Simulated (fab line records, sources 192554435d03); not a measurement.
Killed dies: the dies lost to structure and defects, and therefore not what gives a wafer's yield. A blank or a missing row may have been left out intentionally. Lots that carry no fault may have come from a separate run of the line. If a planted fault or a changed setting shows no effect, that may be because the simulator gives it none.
Which of the tools did it?    flow n5Finfet    Sampling: 24 lots, 72 wafers, 5 of 1938 route steps

== WHAT THE GAUGES SHOWED, per wafer ==
N5_BEOL_M10_OCD_MEAS_38.
lot   measured      on      trenchDepthNm (nm)
L075  day 11 23:17  ocd-02  151.0 149.5 145.9
L074  day 12 02:56  ocd-02  149.7 149.0 142.4
L076  day 12 08:26  ocd-02  150.7 154.0 146.6
L077  day 12 23:38  ocd-02  146.2 149.1 149.0
L078  day 13 09:02  ocd-02  150.4 143.3 150.0
L080  day 13 09:19  ocd-01  152.2 146.7 146.4
L079  day 13 09:40  ocd-01  148.6 151.9 150.7
L081  day 13 15:47  ocd-01  149.7 143.9 148.4
L083  day 13 23:28  ocd-01  147.8 152.4 152.3
L082  day 14 10:53  ocd-02  147.6 152.2 145.7
L086  day 14 10:17  ocd-02  144.0 149.0 143.8
L084  day 14 16:32  ocd-02  148.9 145.6 144.6
L087  day 15 00:20  ocd-02  149.9 149.5 149.0
L089  day 14 23:52  ocd-01  147.8 147.5 152.5
L088  day 15 08:58  ocd-02  153.1 148.3 152.0
L085  day 15 09:31  ocd-01  144.9 148.2 150.0
L091  day 15 15:29  ocd-02  148.2 149.8 147.1
L093  day 15 20:53  ocd-02  150.1 148.9 149.8
L096  day 16 10:23  ocd-01  142.8 148.3 149.2
L092  day 16 21:01  ocd-01  147.5 150.9 146.9
L094  day 17 02:58  ocd-01  143.5 150.1 150.7
L095  day 17 09:46  ocd-02  146.4 150.6 151.8
L090  day 17 11:53  ocd-01  149.2 148.7 148.7
L097  day 18 11:50  ocd-01  152.4 151.7 151.7

N5_BEOL_M10_THK_MEAS_53: measures by xrf.
lot   measured      on            M10_THK (nm)
L075  day 12 01:24  filmMetro-02  138 137 132
L074  day 12 06:33  filmMetro-02  137 135 129
L076  day 12 11:58  filmMetro-01  138 142 136
L077  day 13 02:03  filmMetro-02  138 139 138
L078  day 13 11:05  filmMetro-01  138 132 139
L080  day 13 11:48  filmMetro-01  142 137 136
L079  day 13 12:25  filmMetro-01  136 140 139
L081  day 13 19:54  filmMetro-02  139 132 136
L083  day 14 02:08  filmMetro-01  135 138 137
L082  day 14 14:16  filmMetro-01  134 138 132
L086  day 14 12:50  filmMetro-01  131 136 132
L084  day 14 20:28  filmMetro-02  138 133 132
L087  day 15 04:02  filmMetro-02  139 137 137
L089  day 15 03:44  filmMetro-02  136 135 141
L088  day 15 11:50  filmMetro-02  141 135 139
L085  day 15 12:13  filmMetro-02  132 134 138
L091  day 15 18:52  filmMetro-01  135 137 135
L093  day 16 00:38  filmMetro-01  138 137 138
L096  day 16 13:16  filmMetro-02  130 136 137
L092  day 17 00:14  filmMetro-02  137 142 135
L094  day 17 05:04  filmMetro-01  132 139 139
L095  day 17 12:04  filmMetro-02  134 139 137
L090  day 17 14:37  filmMetro-01  136 136 135
L097  day 18 15:11  filmMetro-02  140 137 139

== EACH LOT AND THE TOOL THAT RAN IT (in order: tool; ch and the chambers of the sampled wafers; start) ==
lot   N5_BEOL_M10_CURE_71           N5_BEOL_M10_SPUTTER_48       N5_BEOL_M10_CMP_52
L075  uvCure-01 ch 0, day 11 17:38  pvdSputter-02, day 12 00:29  cmp-01 ch 0,1,2, day 12 01:11
L074  uvCure-01 ch 1, day 11 22:50  pvdSputter-03, day 12 05:44  cmp-01 ch 0,2,3, day 12 06:20
L076  uvCure-01 ch 1, day 12 02:27  pvdSputter-01, day 12 10:58  cmp-02 ch 1,2,3, day 12 11:45
L077  uvCure-01 ch 1, day 12 17:50  pvdSputter-02, day 13 01:04  cmp-03 ch 1,2,3, day 13 01:50
L078  uvCure-02 ch 0, day 13 02:29  pvdSputter-01, day 13 10:16  cmp-02 ch 1,2, day 13 10:47
L080  uvCure-01 ch 2, day 13 02:36  pvdSputter-01, day 13 10:54  cmp-03 ch 2,3, day 13 11:30
L079  uvCure-02 ch 0, day 13 04:55  pvdSputter-01, day 13 11:35  cmp-02 ch 0,1,3, day 13 12:11
L081  uvCure-02 ch 1, day 13 11:12  pvdSputter-02, day 13 18:55  cmp-01 ch 1,2, day 13 19:39
L083  uvCure-01 ch 0, day 13 20:37  pvdSputter-03, day 14 01:19  cmp-03 ch 0,1,2, day 14 01:57
L082  uvCure-03 ch 1, day 14 04:45  pvdSputter-03, day 14 13:27  cmp-01 ch 2,3, day 14 13:58
L086  uvCure-02 ch 0, day 14 04:56  pvdSputter-01, day 14 11:37  cmp-03 ch 1,2,3, day 14 12:37
L084  uvCure-01 ch 1, day 14 13:02  pvdSputter-02, day 14 19:39  cmp-02 ch 0,2,3, day 14 20:11
L087  uvCure-02 ch 0, day 14 15:56  pvdSputter-03, day 15 02:56  cmp-02 ch 1,2, day 15 03:46
L089  uvCure-01 ch 1, day 14 19:15  pvdSputter-01, day 15 02:47  cmp-03 ch 1,2,3, day 15 03:27
L088  uvCure-03 ch 0, day 15 04:29  pvdSputter-02, day 15 10:47  cmp-03 ch 1,2, day 15 11:34
L085  uvCure-03 ch 0, day 15 04:59  pvdSputter-01, day 15 11:04  cmp-02 ch 0,2, day 15 11:58
L091  uvCure-03 ch 2, day 15 10:10  pvdSputter-02, day 15 18:02  cmp-01 ch 0,1,3, day 15 18:37
L093  uvCure-02 ch 0, day 15 18:10  pvdSputter-01, day 15 23:49  cmp-03 ch 0,1,2, day 16 00:23
L096  uvCure-02 ch 2, day 16 05:49  pvdSputter-02, day 16 11:52  cmp-02 ch 1,2, day 16 12:58
L092  uvCure-02 ch 2, day 16 14:10  pvdSputter-03, day 16 22:59  cmp-02 ch 0,2,3, day 16 23:59
L094  uvCure-03 ch 0, day 16 21:53  pvdSputter-02, day 17 04:14  cmp-03 ch 0,2,3, day 17 04:46
L095  uvCure-01 ch 2, day 17 06:21  pvdSputter-01, day 17 11:14  cmp-03 ch 0,1,3, day 17 11:50
L090  uvCure-01 ch 2, day 17 07:50  pvdSputter-03, day 17 13:33  cmp-03 ch 0,1,2, day 17 14:19
L097  uvCure-01 ch 0, day 18 05:46  pvdSputter-02, day 18 13:58  cmp-02 ch 0,2,3, day 18 14:58
- N5_BEOL_M10_CURE_71: cures SiCOH lowk, time 240 s.
- N5_BEOL_M10_SPUTTER_48: material Cu, target thk 12 nm, time 2 s.
- N5_BEOL_M10_CMP_52: polishes, stops on SiCOH lowk, t overpolish 7 s, target thk 140 nm.

== WHAT THE TOOLS THEMSELVES READ (means of the sampled wafers that have a number; where no wafer has one, the mark that the record gives instead) ==
N5_BEOL_M10_CURE_71.
lot   tool       lampPowerPct (%)  wafer_temp_C_max
L075  uvCure-01  52.32             387.3
L074  uvCure-01  52.32             388.0
L076  uvCure-01  52.31             387.0
L077  uvCure-01  52.28             387.6
L078  uvCure-02  52.29             386.0
L080  uvCure-01  52.34             385.8
L079  uvCure-02  52.27             386.1
L081  uvCure-02  52.37             387.6
L083  uvCure-01  52.34             387.4
L082  uvCure-03  52.28             388.4
L086  uvCure-02  52.31             385.6
L084  uvCure-01  52.35             387.4
L087  uvCure-02  52.31             386.2
L089  uvCure-01  52.31             387.3
L088  uvCure-03  52.32             387.1
L085  uvCure-03  52.33             387.0
L091  uvCure-03  52.27             387.0
L093  uvCure-02  52.30             386.1
L096  uvCure-02  52.30             386.3
L092  uvCure-02  52.28             386.4
L094  uvCure-03  52.26             387.3
L095  uvCure-01  52.33             386.3
L090  uvCure-01  52.30             386.0
L097  uvCure-01  52.31             387.5

N5_BEOL_M10_SPUTTER_48.
lot   tool           susceptorTempC (C)  throttleValvePct (%)
L075  pvdSputter-02  -19.94              27.7
L074  pvdSputter-03  -20.03              31.4
L076  pvdSputter-01  -20.06              28.9
L077  pvdSputter-02  -20.12              30.3
L078  pvdSputter-01  -20.04              29.7
L080  pvdSputter-01  -20.04              29.2
L079  pvdSputter-01  -19.97              29.1
L081  pvdSputter-02  -19.98              29.9
L083  pvdSputter-03  -20.08              29.8
L082  pvdSputter-03  -19.96              28.1
L086  pvdSputter-01  -20.01              29.2
L084  pvdSputter-02  -20.02              29.3
L087  pvdSputter-03  -20.06              30.6
L089  pvdSputter-01  -19.98              29.5
L088  pvdSputter-02  -19.92              30.4
L085  pvdSputter-01  -20.00              29.2
L091  pvdSputter-02  -20.02              29.9
L093  pvdSputter-01  -19.84              29.9
L096  pvdSputter-02  -19.92              31.3
L092  pvdSputter-03  -19.97              29.8
L094  pvdSputter-02  -20.05              29.2
L095  pvdSputter-01  -20.01              29.7
L090  pvdSputter-03  -20.07              28.4
L097  pvdSputter-02  -19.97              30.5

N5_BEOL_M10_CMP_52.
lot   tool    barrierFieldEndpointS (s)  motorCurrentA (A)  overpolishRunS (s)  slurryFilterDpKPa (kPa)  timeToEndpointS (s)
L075  cmp-01  28.3                       6.6                6.999               13.49                    66.6
L074  cmp-01  29.1                       6.3                7.005               13.54                    65.3
L076  cmp-02  29.7                       5.7                7.006               13.50                    68.7
L077  cmp-03  29.7                       6.2                7.000               13.51                    68.3
L078  cmp-02  29.5                       5.5                6.998               13.56                    69.3
L080  cmp-03  27.9                       6.8                6.995               13.54                    67.2
L079  cmp-02  28.8                       5.6                7.008               13.56                    68.3
L081  cmp-01  28.9                       6.4                6.997               13.44                    65.9
L083  cmp-03  29.7                       6.2                6.996               13.57                    67.5
L082  cmp-01  30.0                       5.8                6.999               13.48                    72.0
L086  cmp-03  29.0                       6.5                7.002               13.45                    69.2
L084  cmp-02  29.8                       6.0                7.001               13.49                    69.3
L087  cmp-02  28.9                       5.6                6.998               13.52                    66.8
L089  cmp-03  28.3                       6.4                6.996               13.48                    62.6
L088  cmp-03  29.1                       6.3                7.000               13.47                    67.0
L085  cmp-02  29.2                       6.0                6.999               13.63                    69.2
L091  cmp-01  28.8                       6.3                7.007               13.37                    64.4
L093  cmp-03  28.1                       6.2                7.004               13.51                    64.9
L096  cmp-02  28.9                       5.6                6.999               13.37                    65.0
L092  cmp-02  29.3                       6.0                6.997               13.45                    68.2
L094  cmp-03  28.6                       6.6                6.995               13.48                    67.9
L095  cmp-03  29.0                       5.8                6.987               13.39                    66.4
L090  cmp-03  29.1                       6.0                7.002               13.48                    69.0
L097  cmp-02  28.9                       5.9                7.012               13.39                    70.8

== THE ANSWER, worked out from the rows above alone ==
Rule: the lots themselves supply what counts as usual. Put in order of their means at a reading, lots are off if they are a third of the lots or fewer, leave a main group of 4 or more, and stand apart from it by a gap of 3 or more times the standard deviation of the main group's means; of several such gaps the widest counts. A main group is skipped when, at the precision printed for the reading in the tables above, its means are all equal. A lot without any number at a reading at which 4 lots or more have one is off too. Where the step has rows for the other lots, those lots are counted as sound. First the gauges in route order, then the tools' own readings, where a lot's mean is used as printed above. At the first step where some lot is off, the reading lying furthest off is the one used; lots without a number count as furthest.
No lot is off on any of the readings shown, so nothing can be concluded from this.

== WHAT THE SIMULATOR HAD PUT IN ==
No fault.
